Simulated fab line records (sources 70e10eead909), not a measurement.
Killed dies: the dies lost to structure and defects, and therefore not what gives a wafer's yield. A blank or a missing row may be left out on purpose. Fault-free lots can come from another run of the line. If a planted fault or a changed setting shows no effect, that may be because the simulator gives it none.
fab line records	flow nandHarc	part 1 of 2: steps 1 to 4 of 6
record: lots: 24	wafers: 72	lastDay: 33
route steps=1302 shown A_STAIRCASE@796
lots untouched by any fault: they come from a run of this same line in which no faults occurred
startH: the number of hours between the record's first day and the start of the first shown wafer of the lot	waitH: time in hours since the lot's previous step	" as in the row above	L1.1+2: one row covering several wafers at once	- either no value or no given start	* or withheld: withheld	< > ~ a bound
route shown NAME@n: NAME is a module with steps in the file, n the number in the route of the first one	usual: the fault-free wafers' mean and standard deviation	same: alike in all rows	chamber/n: place in a boat	sites: per-site readings	_std_site: standard deviation across them	_edge_site: outer sites' mean less inner sites'	radiusMm: for every site, how far away it sits from the centre of the wafer	mask NAME#n: copy n	behind: the last tool/chamber to shape the wafer	hold: reason for holding the lot/hours on hold/outcome of the hold	device: the transistor (n, p or np) that didn't switch	end of line: at the end of the route, the tests of the same wafers	a step without rows: its recipe alone	killed: not the wafer's yield, but the dies lost to structure and defects at the first sort	map: a wafer's dies, marking killed ones x, the rest . and places with no die _
set.NAME: the setting that was run; set.NAME@STEP: the one run at that earlier step	model.NAME: the simulator's own value behind a step, which no gauge read
route steps across a sampled set of lots; one table per step, one row per wafer
services: the hour from which a tool's chamber was out of use, counted from the record's first day as startH (under 0 if before that day), plus the number of hours and why
== steps ==
step: NHARC_A_STAIRCASE_DEP_280
recipe: targetThkA: 300	targetThkNm: 30	tempC: 400	pressureTorr: 3.5	flowSccm: 200	rfW: 350	material: SiON
usual: chamberPressureTorr: 3.500/0.0077	heaterPowerW: 780/76
lot.wafer	tool	chamber	startH	waitH	chamberPressureTorr	heaterPowerW	sinceWetCleanH
L074.2	pecvd-01	1	375.16	1.5	3.513	802	51
L074.3	"	2	"	"	3.509	938	51
L074.5	"	2	"	"	3.505	919	-
L077.3	pecvd-01	2	398.88	1.0	3.496	775	75
L077.5	"	2	"	"	3.497	805	-
L077.4	"	0	"	"	3.511	820	-
L076.2	pecvd-01	1	399.37	1.3	3.502	745	75
L076.1	"	2	"	"	3.495	844	75
L076.4	"	1	"	"	3.502	725	-
L075.2	pecvd-03	1	400.71	1.3	3.503	696	22
L075.4	"	1	"	"	3.501	697	-
L075.5	"	2	"	"	3.496	635	-
L078.1	pecvd-03	1	413.05	1.5	3.489	710	34
L078.3	"	2	"	"	3.514	704	34
L078.5	"	2	"	"	3.509	699	-
L079.1	pecvd-03	1	417.20	1.6	3.517	800	38
L079.4	"	0	"	"	3.498	819	-
L079.5	"	1	"	"	3.511	810	-
L080.1	pecvd-03	2	434.62	1.6	3.505	708	56
L080.2	"	0	"	"	3.495	794	56
L080.6	"	1	"	"	3.500	732	-
L081.3	pecvd-04	2	449.25	0.9	3.498	876	167
L081.2	"	1	"	"	3.499	827	167
L081.6	"	1	"	"	3.489	833	-
L082.1	pecvd-03	0	453.20	1.6	3.499	816	74
L082.2	"	2	"	"	3.501	705	74
L082.4	"	1	"	"	3.494	754	-
L083.1	pecvd-04	1	482.11	1.6	3.494	878	19
L083.3	"	2	"	"	3.499	818	19
L083.4	"	0	"	"	3.503	775	-
L085.3	pecvd-03	1	487.04	1.0	3.495	692	108
L085.6	"	0	"	"	3.496	727	-
L085.5	"	1	"	"	3.499	723	-
L084.2	pecvd-03	2	487.79	1.3	3.502	606	109
L084.4	"	2	"	"	3.489	604	-
L084.6	"	1	"	"	3.501	680	-
L087.2	pecvd-03	1	497.43	1.4	3.492	736	118
L087.4	"	0	"	"	3.505	822	-
L087.5	"	2	"	"	3.497	691	-
L086.3	pecvd-04	2	502.20	1.0	3.495	875	39
L086.6	"	0	"	"	3.502	780	-
L086.5	"	1	"	"	3.488	784	-
L089.3	pecvd-01	2	509.11	1.0	3.505	906	4
L089.6	"	1	"	"	3.506	704	-
L089.5	"	2	"	"	3.517	908	-
L088.1	pecvd-04	2	509.24	1.6	3.502	908	46
L088.3	"	0	"	"	3.489	777	46
L088.5	"	1	"	"	3.504	838	-
L091.2	pecvd-04	2	539.15	1.3	3.504	872	76
L091.1	"	1	"	"	3.491	865	76
L091.6	"	1	"	"	3.509	898	-
L090.1	pecvd-01	1	539.43	1.6	3.507	854	34
L090.3	"	2	"	"	3.487	870	34
L090.4	"	0	"	"	3.496	772	-
L092.1	pecvd-03	2	545.86	1.6	3.514	608	167
L092.6	"	2	"	"	3.518	608	-
L092.4	"	1	"	"	3.492	791	-
L093.2	pecvd-03	0	572.68	1.3	3.507	776	13
L093.1	"	1	"	"	3.498	760	13
L093.6	"	0	"	"	3.503	794	-
L094.1	pecvd-03	0	574.58	1.6	3.498	816	15
L094.2	"	2	"	"	3.504	766	15
L094.6	"	1	"	"	3.504	727	-
L095.3	pecvd-01	2	582.58	1.0	3.500	933	77
L095.6	"	2	"	"	3.509	899	-
L095.5	"	1	"	"	3.489	826	-
L096.2	pecvd-04	1	583.22	1.3	3.479	784	120
L096.3	"	0	"	"	3.504	840	120
L096.5	"	2	"	"	3.484	787	-
L097.3	pecvd-01	2	604.49	0.9	3.484	873	99
L097.6	"	2	"	"	3.487	868	-
L097.4	"	0	"	"	3.496	796	-
step: NHARC_A_STAIRCASE_ETCH_292
recipe: cf4FlowSccm: 100	chf3FlowSccm: 30	arFlowSccm: 0	rfW: 500	biasW: 200	chemistry: CF4/CHF3
usual: drypumpMotorCurrentA: 5.7/0.4	oesProductAu: 0.938/0.022	rfVppV: 371.0/1.5	showerheadPlenumPTorr: 1.58/0.037	throttleValvePct: 16.802/0.0091
lot.wafer	tool	chamber	startH	waitH	drypumpMotorCurrentA	oesProductAu	rfHoursCounterH	rfVppV	showerheadPlenumPTorr	throttleValvePct
L074.2	rieDiel-06	3	376.25	0.1	5.2	0.938	18	369.6	1.56	16.796
L074.3	"	0	"	"	6.1	0.937	17	370.5	1.59	16.810
L074.5	"	2	"	"	5.2	0.914	-	373.0	1.61	16.821
L077.4	rieDiel-06	1	399.91	0.1	5.8	0.933	24	369.9	1.55	16.820
L077.3	"	2	"	"	5.2	0.908	25	372.8	1.60	16.793
L077.5	"	2	"	"	5.3	0.907	-	371.3	1.60	16.806
L076.2	rieDiel-05	1	400.32	0.1	6.3	0.913	58	373.6	1.67	16.794
L076.1	"	3	"	"	5.5	0.920	55	370.3	1.56	16.801
L076.4	"	0	"	"	5.6	0.958	57	368.9	1.52	16.805
L075.4	rieDiel-05	1	401.82	0.2	6.3	0.915	59	373.3	1.67	16.810
L075.2	"	2	"	"	5.7	0.960	55	373.5	1.69	16.800
L075.5	"	3	"	"	5.5	0.920	-	369.1	1.56	16.810
L078.3	rieDiel-06	0	413.99	0.1	6.1	1.000	32	370.7	1.59	16.786
L078.1	"	3	"	"	5.2	0.982	31	370.4	1.56	16.787
L078.5	"	1	"	"	5.8	0.987	-	368.7	1.54	16.817
L079.4	rieDiel-06	0	418.08	0.1	6.1	0.941	33	370.6	1.58	16.788
L079.1	"	1	"	"	5.8	0.935	32	370.8	1.54	16.806
L079.5	"	0	"	"	6.1	0.933	-	369.3	1.58	16.805
L080.2	rieDiel-12	1	435.56	0.1	6.3	0.926	46	369.0	1.57	16.794
L080.1	"	3	"	"	5.1	0.919	54	370.7	1.59	16.797
L080.6	"	1	"	"	6.3	0.940	-	370.7	1.57	16.811
L081.3	rieDiel-06	1	450.33	0.1	5.9	0.936	37	369.2	1.54	16.815
L081.2	"	2	"	"	5.3	0.913	36	372.4	1.60	16.803
L081.6	"	0	"	"	6.1	0.937	-	372.1	1.58	16.797
L082.4	rieDiel-05	1	454.15	0.1	6.3	0.919	11	373.7	1.67	16.794
L082.1	"	3	"	"	5.5	0.907	15	370.5	1.56	16.811
L082.2	"	0	"	"	5.6	0.916	16	369.3	1.52	16.807
L083.4	rieDiel-06	0	483.18	0.1	6.0	0.936	55	370.8	1.58	16.811
L083.3	"	1	"	"	5.9	0.927	51	370.9	1.54	16.815
L083.1	"	2	"	"	5.3	0.916	47	371.2	1.60	16.786
L085.3	rieDiel-12	3	488.04	0.2	5.1	0.926	14	371.0	1.59	16.792
L085.5	"	2	"	"	5.4	0.938	-	372.2	1.61	16.794
L085.6	"	3	"	"	5.1	0.926	-	370.3	1.59	16.798
L084.2	rieDiel-12	1	489.16	0.1	6.3	0.935	15	371.0	1.56	16.819
L084.4	"	2	"	"	5.4	0.931	15	371.1	1.61	16.803
L084.6	"	0	"	"	6.0	0.913	-	369.5	1.57	16.812
L087.4	rieDiel-12	3	498.58	0.1	5.1	0.928	18	370.6	1.59	16.801
L087.2	"	2	"	"	5.4	0.933	18	373.2	1.61	16.805
L087.5	"	3	"	"	5.1	0.926	-	372.0	1.59	16.812
L086.3	rieDiel-06	3	503.23	0.1	5.2	0.917	2	371.2	1.55	16.807
L086.6	"	3	"	"	5.2	0.920	-	370.6	1.55	16.809
L086.5	"	0	"	"	6.1	0.946	-	370.4	1.58	16.791
L089.3	rieDiel-12	2	510.15	0.1	5.4	0.932	20	373.0	1.61	16.794
L089.5	"	1	"	"	6.2	0.946	-	370.6	1.56	16.796
L089.6	"	2	"	"	5.4	0.946	-	371.6	1.61	16.794
L088.3	rieDiel-06	1	510.31	0.1	5.8	0.991	3	369.5	1.54	16.793
L088.1	"	0	"	"	6.1	1.000	3	370.6	1.58	16.783
L088.5	"	1	"	"	5.9	0.985	-	368.5	1.54	16.791
L091.2	rieDiel-06	2	540.33	0.1	5.3	0.929	12	371.3	1.60	16.806
L091.1	"	3	"	"	5.2	0.945	11	370.2	1.55	16.798
L091.6	"	2	"	"	5.3	0.916	-	370.4	1.60	16.810
L090.3	rieDiel-06	3	540.76	0.3	5.2	0.954	11	371.4	1.55	16.800
L090.1	"	0	"	"	6.1	0.961	13	371.7	1.58	16.798
L090.4	"	1	"	"	5.9	0.955	13	368.9	1.54	16.803
L092.4	rieDiel-12	3	546.94	0.1	5.1	0.955	35	371.0	1.58	16.801
L092.1	"	0	"	"	5.9	0.971	37	369.4	1.57	16.804
L092.6	"	3	"	"	5.1	0.955	-	372.1	1.59	16.796
L093.2	rieDiel-05	1	573.63	0.1	6.4	0.925	58	374.0	1.65	16.806
L093.1	"	2	"	"	5.7	0.940	50	372.7	1.67	16.820
L093.6	"	2	"	"	5.7	0.940	-	374.5	1.67	16.794
L094.2	rieDiel-12	0	575.66	0.1	5.9	0.969	45	369.3	1.57	16.810
L094.1	"	1	"	"	6.3	0.967	44	370.6	1.56	16.805
L094.6	"	3	"	"	5.1	0.975	-	370.5	1.58	16.797
L095.3	rieDiel-12	0	583.67	0.1	6.0	0.923	48	370.3	1.56	16.820
L095.5	"	1	"	"	6.2	0.942	-	370.5	1.56	16.787
L095.6	"	2	"	"	5.4	0.945	-	371.5	1.60	16.821
L096.3	rieDiel-06	0	584.38	0.2	6.1	0.948	24	371.0	1.57	16.808
L096.2	"	1	"	"	5.9	0.937	26	368.1	1.53	16.799
L096.5	"	2	"	"	5.3	0.924	-	369.7	1.59	16.804
L097.3	rieDiel-12	2	605.57	0.1	5.4	0.927	53	371.8	1.60	16.800
L097.4	"	1	"	"	6.2	0.938	55	367.8	1.55	16.803
L097.6	"	2	"	"	5.4	0.930	-	371.7	1.60	16.805
step: NHARC_A_STAIRCASE_ETCH_294
recipe: targetDepthA: 49890	timeS: 1211.6	ionEnergyEv: 800	c4f8FlowSccm: 80	o2FlowSccm: 60	arFlowSccm: withheld	rfW: 600	biasW: 3000	chemistry: C4F8/O2/Ar
usual: oesProductAu: 0.939/0.015	rfVppV: 1828/6.1
lot.wafer	tool	chamber	startH	waitH	oesProductAu	rfHoursCounterH	rfVppV
L074.2	rieDiel-06	1	-	-	0.940	15	1821
L074.3	"	2	"	"	0.928	16	1833
L074.5	"	0	"	"	0.959	-	1829
L077.3	rieDiel-06	0	-	-	0.950	25	1829
L077.4	"	2	"	"	0.907	25	1831
L077.5	"	3	"	"	0.950	-	1826
L076.1	rieDiel-05	2	-	-	0.944	54	1843
L076.4	"	3	"	"	0.932	56	1824
L076.2	"	0	"	"	0.962	57	1819
L075.4	rieDiel-05	1	-	-	0.926	59	1843
L075.2	"	2	"	"	0.948	55	1846
L075.5	"	1	"	"	0.922	-	1843
L078.3	rieDiel-06	0	-	-	0.971	33	1830
L078.1	"	1	"	"	0.957	31	1821
L078.5	"	0	"	"	0.979	-	1827
L079.4	rieDiel-06	2	-	-	0.916	31	1832
L079.1	"	0	"	"	0.944	33	1829
L079.5	"	2	"	"	0.910	-	1831
L080.2	rieDiel-12	0	-	-	0.931	55	1826
L080.1	"	1	"	"	0.955	46	1826
L080.6	"	0	"	"	0.921	-	1829
L081.2	rieDiel-06	3	-	-	0.937	40	1825
L081.3	"	1	"	"	0.929	41	1821
L081.6	"	3	"	"	0.946	-	1825
L082.1	rieDiel-05	0	-	-	0.930	16	1819
L082.2	"	1	"	"	0.941	12	1842
L082.4	"	2	"	"	0.953	11	1845
L083.1	rieDiel-06	2	-	-	0.915	48	1831
L083.3	"	3	"	"	0.958	52	1824
L083.4	"	0	"	"	0.949	55	1827
L085.3	rieDiel-12	1	-	-	0.954	15	1825
L085.5	"	1	"	"	0.953	-	1825
L085.6	"	2	"	"	0.943	-	1833
L084.4	rieDiel-12	0	-	-	0.926	16	1827
L084.2	"	1	"	"	0.951	16	1825
L084.6	"	0	"	"	0.921	-	1827
L087.4	rieDiel-12	0	-	-	0.914	18	1825
L087.2	"	1	"	"	0.959	19	1824
L087.5	"	3	"	"	0.932	-	1830
L086.3	rieDiel-06	3	-	-	0.930	3	1824
L086.6	"	1	"	"	0.935	-	1822
L086.5	"	2	"	"	0.921	-	1831
L088.3	rieDiel-06	2	-	-	0.924	4	1830
L088.1	"	3	"	"	0.954	4	1823
L088.5	"	2	"	"	0.933	-	1830
L089.3	rieDiel-12	0	-	-	0.912	26	1826
L089.6	"	1	"	"	0.958	-	1825
L089.5	"	2	"	"	0.930	-	1833
L091.1	rieDiel-06	0	-	-	0.950	14	1827
L091.2	"	2	"	"	0.914	13	1831
L091.6	"	0	"	"	0.949	-	1827
L090.1	rieDiel-06	2	-	-	0.917	14	1830
L090.3	"	0	"	"	0.952	15	1827
L090.4	"	1	"	"	0.938	15	1820
L092.4	rieDiel-12	2	-	-	0.954	33	1833
L092.1	"	3	"	"	0.942	35	1829
L092.6	"	3	"	"	0.944	-	1829
L093.2	rieDiel-05	3	-	-	0.929	59	1823
L093.1	"	1	"	"	0.931	58	1839
L093.6	"	2	"	"	0.945	-	1843
L094.1	rieDiel-12	3	-	-	0.934	43	1829
L094.2	"	0	"	"	0.935	46	1826
L094.6	"	3	"	"	0.942	-	1828
L095.3	rieDiel-12	3	-	-	0.935	45	1829
L095.6	"	2	"	"	0.942	-	1832
L095.5	"	3	"	"	0.935	-	1828
L096.3	rieDiel-06	0	-	-	0.960	24	1827
L096.2	"	1	"	"	0.950	26	1819
L096.5	"	1	"	"	0.944	-	1819
L097.3	rieDiel-12	0	-	-	0.923	54	1825
L097.4	"	3	"	"	0.926	52	1829
L097.6	"	0	"	"	0.929	-	1825
step: NHARC_A_STAIRCASE_STRIP_316
recipe: o2FlowSccm: 500	arFlowSccm: 0	biasW: 0	chemistry: O2
usual: drypumpMotorCurrentA: 5.7/0.38	oesProductAu: 1.007/0.015	rfVppV: 57.7/0.86	showerheadPlenumPTorr: 3.54/0.085	throttleValvePct: 17.036/0.0089
lot.wafer	tool	chamber	startH	waitH	drypumpMotorCurrentA	oesProductAu	rfHoursCounterH	rfVppV	showerheadPlenumPTorr	throttleValvePct
L074.3	rieDiel-12	0	-	-	6.0	0.983	39	57.9	3.55	17.038
L074.2	"	3	"	"	5.1	0.990	35	57.8	3.58	17.020
L074.5	"	0	"	"	6.0	0.987	-	57.8	3.54	17.037
L077.4	rieDiel-06	0	-	-	6.1	1.010	27	58.1	3.56	17.051
L077.3	"	2	"	"	5.3	0.971	27	58.4	3.59	17.051
L077.5	"	1	"	"	5.9	1.015	-	57.6	3.46	17.036
L076.1	rieDiel-06	1	-	-	5.8	1.016	27	57.3	3.46	17.048
L076.2	"	3	"	"	5.2	1.022	29	57.8	3.50	17.033
L076.4	"	0	"	"	6.0	1.007	28	57.4	3.56	17.039
L075.4	rieDiel-12	2	-	-	5.4	1.019	49	57.0	3.62	17.025
L075.2	"	3	"	"	5.1	1.009	47	58.1	3.58	17.055
L075.5	"	1	"	"	6.3	1.012	-	57.1	3.52	17.036
L078.3	rieDiel-12	1	-	-	6.3	1.012	42	58.7	3.52	17.022
L078.1	"	0	"	"	6.0	0.997	51	59.1	3.54	17.047
L078.5	"	1	"	"	6.3	1.007	-	55.9	3.52	17.054
L079.4	rieDiel-06	3	-	-	5.2	1.021	33	58.1	3.50	17.047
L079.1	"	1	"	"	5.9	1.016	33	57.1	3.46	17.025
L079.5	"	3	"	"	5.2	1.023	-	59.7	3.50	17.027
L080.1	rieDiel-06	1	-	-	5.9	1.019	36	58.1	3.46	17.024
L080.2	"	3	"	"	5.2	1.005	37	58.3	3.50	17.034
L080.6	"	1	"	"	5.9	1.011	-	58.3	3.46	17.032
L081.3	rieDiel-06	0	-	-	6.1	1.005	49	58.2	3.54	17.026
L081.2	"	1	"	"	5.9	1.013	45	57.2	3.45	17.038
L081.6	"	1	"	"	5.8	1.015	-	56.5	3.45	17.032
L082.2	rieDiel-06	2	-	-	5.3	0.979	42	58.4	3.59	17.039
L082.4	"	3	"	"	5.2	1.027	46	55.7	3.49	17.038
L082.1	"	0	"	"	6.1	1.001	49	56.8	3.54	17.041
L083.1	rieDiel-05	1	-	-	6.3	0.999	26	59.2	3.72	17.033
L083.4	"	2	"	"	5.7	1.022	23	59.0	3.76	17.037
L083.3	"	3	"	"	5.6	1.002	28	57.0	3.48	17.029
L085.3	rieDiel-05	0	-	-	5.6	1.006	30	57.1	3.40	17.034
L085.5	"	3	"	"	5.5	0.992	-	57.3	3.48	17.033
L085.6	"	0	"	"	5.7	1.007	-	56.7	3.40	17.041
L084.2	rieDiel-06	2	-	-	5.3	0.975	1	56.7	3.58	17.016
L084.4	"	1	"	"	5.9	1.009	1	56.1	3.45	17.044
L084.6	"	3	"	"	5.2	1.005	-	58.0	3.49	17.051
L087.2	rieDiel-05	3	-	-	5.5	1.002	32	57.2	3.48	17.045
L087.4	"	3	"	"	5.5	1.006	-	57.0	3.48	17.031
L087.5	"	0	"	"	5.7	1.006	-	56.6	3.40	17.036
L086.3	rieDiel-06	3	-	-	5.3	0.990	3	57.3	3.49	17.042
L086.5	"	1	"	"	5.9	1.003	-	58.9	3.45	17.024
L086.6	"	2	"	"	5.3	0.986	-	57.2	3.58	17.032
L088.1	rieDiel-12	1	-	-	6.3	1.025	24	58.1	3.50	17.045
L088.3	"	2	"	"	5.4	1.003	24	59.1	3.61	17.045
L088.5	"	0	"	"	6.0	0.999	-	57.1	3.52	17.038
L089.3	rieDiel-06	1	-	-	5.9	1.008	5	58.1	3.45	17.031
L089.5	"	1	"	"	5.9	1.007	-	58.2	3.45	17.027
L089.6	"	2	"	"	5.3	0.997	-	57.0	3.58	17.033
L091.1	rieDiel-05	2	-	-	5.7	1.043	40	57.9	3.75	17.032
L091.2	"	0	"	"	5.6	1.023	50	57.4	3.39	17.032
L091.6	"	2	"	"	5.7	1.047	-	58.6	3.75	17.030
L090.1	rieDiel-06	1	-	-	5.9	1.013	16	58.1	3.44	17.024
L090.3	"	2	"	"	5.3	0.996	16	58.2	3.57	17.028
L090.4	"	3	"	"	5.2	1.018	17	57.3	3.48	17.039
L092.4	rieDiel-12	2	-	-	5.4	1.006	35	57.6	3.60	17.041
L092.1	"	3	"	"	5.1	0.998	36	57.7	3.55	17.019
L092.6	"	1	"	"	6.3	1.012	-	58.9	3.50	17.032
L093.2	rieDiel-05	3	-	-	5.5	0.999	62	58.2	3.46	17.043
L093.1	"	2	"	"	5.7	1.023	53	58.7	3.74	17.052
L093.6	"	2	"	"	5.7	1.039	-	58.4	3.74	17.041
L094.2	rieDiel-06	2	-	-	5.3	0.989	26	58.3	3.57	17.042
L094.1	"	1	"	"	5.9	1.011	25	57.6	3.44	17.047
L094.6	"	1	"	"	5.9	1.018	-	58.1	3.44	17.047
L095.3	rieDiel-06	2	-	-	5.3	0.979	28	57.6	3.57	17.033
L095.5	"	2	"	"	5.3	0.981	-	58.5	3.57	17.031
L095.6	"	1	"	"	5.9	1.001	-	57.7	3.44	17.030
L096.2	rieDiel-12	3	-	-	5.1	0.998	48	57.7	3.55	17.055
L096.3	"	1	"	"	6.2	1.020	49	56.2	3.49	17.037
L096.5	"	2	"	"	5.4	1.014	-	56.4	3.59	17.050
L097.4	rieDiel-06	0	-	-	6.0	1.036	35	56.6	3.52	17.034
L097.3	"	2	"	"	5.2	0.998	39	57.6	3.56	17.022
L097.6	"	1	"	"	5.9	1.025	-	57.7	3.43	17.053
